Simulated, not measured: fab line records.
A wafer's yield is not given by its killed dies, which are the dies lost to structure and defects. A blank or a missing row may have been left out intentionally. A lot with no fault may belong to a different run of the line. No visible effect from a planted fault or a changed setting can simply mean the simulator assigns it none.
Chamber matching + flow nand_harc + 3 sister chambers for NHARC_A_STAIRCASE_DEP_471 on pecvd-03
The step deposits SiO2, target thk 100 nm. 16 wafers are shown with their chamber, then 8 later ones without.

== WAFERS, EACH WITH ITS CHAMBER ==
| wafer  | chamber | heater_power_w (W) | throttle_valve_pct (%) | susceptor_temp_C (C) |
|--------|---------|--------------------|------------------------|----------------------|
| L074.2 | 2       | 438                | 15.8                   | 399.94               |
| L074.4 | 0       | 511                | 16.5                   | 400.04               |
| L074.6 | 2       | 443                | 16.0                   | 399.98               |
| L076.2 | 1       | 518                | 16.0                   | 400.08               |
| L076.3 | 0       | 508                | 16.7                   | 399.94               |
| L076.5 | 0       | 488                | 16.6                   | 400.13               |
| L081.1 | 1       | 560                | 16.6                   | 400.12               |
| L081.3 | 2       | 494                | 16.0                   | 400.08               |
| L081.6 | 1       | 569                | 16.4                   | 400.14               |
| L082.2 | 1       | 614                | 16.6                   | 399.95               |
| L082.4 | 0       | 570                | 16.9                   | 400.24               |
| L082.6 | 2       | 458                | 16.0                   | 399.92               |
| L089.2 | 0       | 561                | 16.1                   | 399.86               |
| L089.4 | 2       | 479                | 15.6                   | 399.82               |
| L089.6 | 0       | 564                | 15.9                   | 399.66               |
| L093.3 | 2       | 424                | 15.3                   | 400.01               |

SIGNATURES (means of the wafers above)
| reading            | chamber 0 | chamber 1 | chamber 2 | scatter within a chamber |
|--------------------|-----------|-----------|-----------|--------------------------|
| heater_power_w     | 533.67    | 565.25    | 456.00    | 33.3                     |
| throttle_valve_pct | 16.450    | 16.400    | 15.783    | 0.324                    |
| susceptor_temp_C   | 399.9783  | 400.0725  | 399.9583  | 0.145                    |
Rule: a wafer lies at a distance from a chamber equal to the root of the sum of squares, over the readings, of (its reading less the chamber's mean, divided by the reading's scatter). If the next closest chamber is less than 2 further off than the closest, the wafer can't be placed; otherwise it belongs to the closest. The scatter: take each reading less its chamber's mean, square it, sum over the shown wafers, divide by the number of wafers less the number of chambers, and take the root.

== WAFERS WITH NO CHAMBER GIVEN ==
| wafer  | heater_power_w (W) | throttle_valve_pct (%) | susceptor_temp_C (C) |
|--------|--------------------|------------------------|----------------------|
| L093.4 | 540                | 16.1                   | 399.99               |
| L093.5 | 585                | 16.2                   | 400.34               |
| L094.3 | 448                | 15.3                   | 399.95               |
| L094.5 | 626                | 16.4                   | 400.11               |
| L094.6 | 466                | 16.1                   | 400.03               |
| L096.2 | 556                | 16.1                   | 399.80               |
| L096.5 | 632                | 16.6                   | 400.03               |
| L096.6 | 479                | 15.6                   | 400.34               |

== CHAMBER TAKEN BY EACH ==
| wafer  | from the rows above          | in truth |
|--------|------------------------------|----------|
| L093.4 | can't be placed: 0 or 1 or 2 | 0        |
| L093.5 | can't be placed: 1 or 0      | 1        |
| L094.3 | 2                            | 2        |
| L094.5 | can't be placed: 1 or 0      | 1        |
| L094.6 | can't be placed: 2 or 0      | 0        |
| L096.2 | can't be placed: 0 or 1 or 2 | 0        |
| L096.5 | can't be placed: 1 or 0      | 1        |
| L096.6 | can't be placed: 2 or 0 or 1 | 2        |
Correct placement for 1 of the 8. From these rows, 7 cannot be placed; in 7 the true chamber is one of the candidates. 0 placed wrongly.
